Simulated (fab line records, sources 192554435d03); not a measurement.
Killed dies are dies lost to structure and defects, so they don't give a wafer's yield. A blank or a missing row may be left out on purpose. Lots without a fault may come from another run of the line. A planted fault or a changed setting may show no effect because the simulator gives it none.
Split-lot experiment | flow n5_finfet | 7 lots, 21 wafers read, on a route of 1938 steps

THE SPLIT
At N5_MIM_BOT_ETCH_ETCH_03 (etches the open film in Cl2/BCl3, target depth 12 nm), the setting icp_w was moved away from the recipe's 800 W on 9 of the 21 wafers read, by -17.3% to -6.1%. The other wafers ran this setting at the recipe's value.

The reading is taken at the split's own step.

THE READING
MIM_BOT_ETCH.cd_offset_nm (the simulator's own value, which no gauge read), in nm, at N5_MIM_BOT_ETCH_ETCH_03 (etches the open film in Cl2/BCl3, target depth 12 nm). The file gives no usual value for it. The 12 wafers here that ran the recipe average -0.1 nm, standard deviation 0.17 nm.

wafer  | tool, chamber at the split | icp_w as run, W | against the recipe | MIM_BOT_ETCH.cd_offset_nm, nm | against lot-mates on the recipe
L074.1 | rie_metal-02, 1            | 800             | recipe             | -0.4                          | -
L074.2 | rie_metal-02, 0            | 661.9           | -17.3%             | 1                             | +1.4
L074.5 | rie_metal-02, 1            | 661.9           | -17.3%             | 0.8                           | +1.2
L079.1 | rie_metal-02, 0            | 705.8           | -11.8%             | 0.6                           | +0.8
L079.2 | rie_metal-02, 1            | 705.8           | -11.8%             | 0.4                           | +0.6
L079.5 | rie_metal-02, 1            | 800             | recipe             | -0.2                          | -
L081.2 | rie_metal-01, 1            | 800             | recipe             | 0                             | -
L081.4 | rie_metal-01, 0            | 728.6           | -8.9%              | 0.4                           | +0.4
L081.5 | rie_metal-01, 1            | 800             | recipe             | 0                             | -
L083.4 | rie_metal-03, 0            | 800             | recipe             | 0.2                           | -
L083.5 | rie_metal-03, 1            | 751.5           | -6.1%              | 0.4                           | +0.2
L083.6 | rie_metal-03, 0            | 751.5           | -6.1%              | 0.4                           | +0.2
L094.2 | rie_metal-01, 1            | 739.9           | -7.5%              | 0.6                           | +0.6
L094.3 | rie_metal-01, 1            | 739.9           | -7.5%              | 0.4                           | +0.4
L094.4 | rie_metal-01, 0            | 800             | recipe             | 0                             | -
L092.1 | rie_metal-03, 0            | 800             | recipe             | -0.2                          | -
L092.4 | rie_metal-03, 1            | 800             | recipe             | -0.2                          | -
L092.6 | rie_metal-03, 0            | 800             | recipe             | -0.2                          | -
L095.1 | rie_metal-01, 1            | 800             | recipe             | 0                             | -
L095.2 | rie_metal-01, 0            | 800             | recipe             | 0                             | -
L095.6 | rie_metal-01, 0            | 800             | recipe             | 0.2                           | -

THE FIT
A straight line over all 21 wafers: MIM_BOT_ETCH.cd_offset_nm changes by -0.0557 nm for each +1% of icp_w; r = -0.90; the points scatter about the line by 0.16 nm.
The same after taking each lot's own level away (the mean of its wafers on the recipe; 21 wafers): -0.0681 nm for each +1%; r = -0.96; scatter 0.12 nm.
On that fit, the largest move of icp_w shifts the reading by 1.2 nm.
The lots' own levels span -0.40 to 0.20 nm, that is 3.5 times the standard deviation above.
So the lot-to-lot level changes the slope: the two fits differ.
Check: with one of the wafers moved furthest among these (-17.3%) left out of the fit, the line predicts +1.05 nm for it against its lot-mates. It came out at +1.4 nm against them.

OTHER SPLITS ON THESE WAFERS
These wafers also went through other splits before the reading. Each is held against what the fit with the lots' levels taken away leaves over:
other split on the same wafers     | wafers away from the commonest value | r with MIM_BOT_ETCH.cd_offset_nm (lot level and that fit taken away)
N5_BEOL_M13_COAT_04 spin_rpm       | 9                                    | -0.34
N5_BEOL_M14_TRENCH_ETCH_34 time_s  | 4                                    | -0.33
N5_BEOL_M15_ETCH_61 time_s         | 10                                   | +0.08
N5_MIM_BOT_LITHO_EXPOSE_05 dose_mj | 7                                    | -0.50

THE WHOLE CHAIN: every reading that the file lists as answering this split, in the file's order
step                    | what it does                                         | reading                                                                    | change (the file's fit)                | r (the file's)
N5_MIM_BOT_ETCH_ETCH_03 | etches the open film in Cl2/BCl3, target depth 12 nm | etch.depth_nm (the simulator's own value, which no gauge read)             | +0.101 nm for each +1% of the setting  | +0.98
N5_MIM_BOT_ETCH_ETCH_03 | etches the open film in Cl2/BCl3, target depth 12 nm | MIM_BOT_ETCH.cd_offset_nm (the simulator's own value, which no gauge read) | -0.0644 nm for each +1% of the setting | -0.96

THE FILE'S OWN FIT
MIM_BOT_ETCH.cd_offset_nm changes by -0.0644 nm for each +1% of icp_w, r = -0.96.
